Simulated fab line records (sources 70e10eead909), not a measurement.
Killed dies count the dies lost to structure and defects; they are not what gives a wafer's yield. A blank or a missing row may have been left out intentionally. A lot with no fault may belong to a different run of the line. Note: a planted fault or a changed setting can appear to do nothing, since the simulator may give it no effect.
A lot that was struck, set against a sound lot -- flow nand-harc -- 44 out of 1159 route steps
Sound: the wafers L299.1, L299.3, L299.5. Wafers L307.2, L307.3, L307.5 were the ones struck. At the end, the cause is stated.
At each step with rows: each side's tool, then ch and its chambers, then its first start. Under that, the readings that differ: sound wafers -- struck wafers -- difference of the means -- sigmas: that difference in standard deviations of wafers without a fault.
alike: same words and numbers on both sides, and readings whose means sit less than 2 such deviations apart. not compared: any withheld reading, any reading some wafer has no value for, any bound like >300 that may hide the same value, and any number with overlapping values for which the record gives no deviation.
A row with sigmas, a row that says differs or no value, or rows on one side alone: a step with any of these is where the two part. When numbers do not overlap yet have no deviation, they are printed without sigmas and do not part them. Lack of a reading on every wafer of one side parts them only where that side has two or more wafers.

first, 1 step without rows for these wafers: NHARC_P_GATE_DEVELOP_25 (develop time 35 s).
NHARC_P_GATE_CD_MEAS_26: target cd 120 nm.
  sound on cd-sem-02 ch 0, day 5 08:17; struck on cd-sem-02 ch 0, day 7 09:04
  alike: cd-nm
NHARC_P_GATE_OVL_MEAS_27:
  sound on overlay-02, day 5 08:22; struck on overlay-01, day 7 09:09
  alike: overlay-x-nm, overlay-y-nm
NHARC_P_GATE_INSPECT_28:
  sound on defect-inspect-01, day 5 08:24; struck on defect-inspect-02, day 7 09:11
  alike: raw-defect-count
NHARC_P_GATE_DESCUM_31: chemistry O2, time 3 s.
  sound on rie-diel-06 ch 0,1,3, day 5 08:41; struck on rie-diel-13 ch 0,2, day 7 09:16
  alike: drypump-motor-current-A, oes-product-au, rf-vpp-V, showerhead-plenum-p-Torr, throttle-valve-pct
  not compared: rf-hours-counter-h
NHARC_P_GATE_ETCH_104: etches the open film in CF4/CHF3, target depth 60 nm.
  sound on rie-diel-06 ch 0,1,3, day 5 09:18; struck on rie-diel-13 ch 1,2, day 7 09:27
  alike: bias-w, cf4-flow-sccm, drypump-motor-current-A, oes-product-au, rf-vpp-V, showerhead-plenum-p-Torr, throttle-valve-pct
then, 2 steps without rows for these wafers: NHARC_P_GATE_HM_OPEN_105 (chemistry O2/COS, target depth 360 nm); NHARC_P_GATE_STRIP_106 (strips in O2/COS).
NHARC_P_GATE_ETCH_114: etches the open film in CF4/O2, target depth 30 nm, overetch 3 nm, time 16.5 s.
  sound: rie-diel-06 ch 0,1,3; struck: rie-diel-13 ch 0,1
  alike: bias-w, cf4-flow-sccm, drypump-motor-current-A, oes-product-au, rf-vpp-V, showerhead-plenum-p-Torr, throttle-valve-pct
  not compared: rf-hours-counter-h
NHARC_P_GATE_ETCH_32: etches the open film in HBr/Cl2, target depth 150 nm, time 100.1 s.
  sound on rie-si-03 ch 0,1,2, day 5 10:05; struck on rie-si-02 ch 0,2,3, day 7 10:23
  alike: bias-w, drypump-motor-current-A, oes-product-au, throttle-valve-pct
  not compared: rf-hours-counter-h
then, 1 step without rows for these wafers: NHARC_P_GATE_STRIP_108 (strips in O2).
NHARC_P_GATE_CD_MEAS_33:
  sound on cd-sem-02, day 5 10:34; struck on cd-sem-02, day 7 10:44
  alike: cd-nm
NHARC_P_GATE_STRIP_35: strips in SPM, time 600 s.
  sound on wet-bench-02 ch 0,1,5, day 5 10:40; struck on wet-bench-02 ch 0,1,5, day 7 10:49
then, 3 steps without rows for these wafers: NHARC_P_GATE_PRECLEAN_73 (cleans in SC1); NHARC_P_GATE_SRD_74; NHARC_P_GATE_ALD_36 (deposits SiNx, target thk 20 nm, pulse time 60 s, ald cycles 223).
NHARC_P_GATE_ETCHBACK_37: etches the open film in CHF3/O2, target depth 34.5 nm, time 17.2 s.
  sound: rie-diel-06 ch 1,2; struck: rie-diel-06 ch 0,1
  alike: bias-w, chf3-flow-sccm, drypump-motor-current-A, oes-product-au, rf-vpp-V, showerhead-plenum-p-Torr, throttle-valve-pct
  not compared: rf-hours-counter-h
then, 13 steps without rows for these wafers: NHARC_P_GATE_STRIP_101 (strips in O2, time 20 s); NHARC_P_GATE_PRECLEAN_97 (cleans in SPM, time 600 s); NHARC_P_GATE_SRD_98; NHARC_P_GATE_PRECLEAN_99 (cleans in SC1); NHARC_P_GATE_SRD_100; NHARC_P_GATE_DEHYDRATE_38 (time 120 s); NHARC_P_GATE_HMDS_39 (time 30 s); NHARC_P_GATE_COAT_40; NHARC_P_GATE_SOFTBAKE_41 (time 95 s); NHARC_P_GATE_EBR_42; NHARC_P_GATE_EXPOSE_43 (exposes mask P NSD, target cd 720 nm); NHARC_P_GATE_PEB_44 (peb time 85 s); NHARC_P_GATE_DEVELOP_45 (time 70 s).
NHARC_P_GATE_CD_MEAS_46: target cd 720 nm.
  sound on cd-sem-02 ch 0, day 5 21:34; struck on cd-sem-03 ch 0, day 7 21:43
  alike: cd-nm
then, 11 steps without rows for these wafers: NHARC_P_GATE_HARDBAKE_47 (time 80 s); NHARC_P_GATE_DESCUM_48 (chemistry O2, time 3 s); NHARC_P_GATE_IMPLANT_49; NHARC_P_GATE_STRIP_111 (strips in N2/H2, time 250 s); NHARC_P_GATE_STRIP_75 (strips in O2); NHARC_P_GATE_STRIP_50 (strips in SPM, time 900 s); NHARC_P_GATE_DEHYDRATE_51 (time 120 s); NHARC_P_GATE_HMDS_52 (time 30 s); NHARC_P_GATE_COAT_53; NHARC_P_GATE_SOFTBAKE_54 (time 95 s); NHARC_P_GATE_EBR_55.
NHARC_P_GATE_INSPECT_68:
  sound on defect-inspect-02, day 6 04:10; struck on defect-inspect-02, day 8 04:23
reading,sound,struck,difference,sigmas
raw-defect-count,160 147 169,989 837 874,+741,+7
-- jump in the record: it breaks off in module P_GATE and resumes in module END (first step shown: number 1159 of the route), and 14 days separate the struck wafers' starts before and after --
NHARC_END_SORT_01:
  sound on prober-01 ch 0, day 20 05:15; struck on prober-01 ch 0, day 22 05:30
reading,sound,struck,difference,sigmas
killed-at-periphery,4 1 1,93 62 48,+66,+29
killed-dies,34 40 39,127 99 95,+69,+6
  alike: killed-at-array, killed-at-other, killed-open, killed-short

## WHERE THEY PART
Earliest at NHARC_P_GATE_INSPECT_68; latest, in this record, at NHARC_END_SORT_01.

WHY: the cause the simulator had injected
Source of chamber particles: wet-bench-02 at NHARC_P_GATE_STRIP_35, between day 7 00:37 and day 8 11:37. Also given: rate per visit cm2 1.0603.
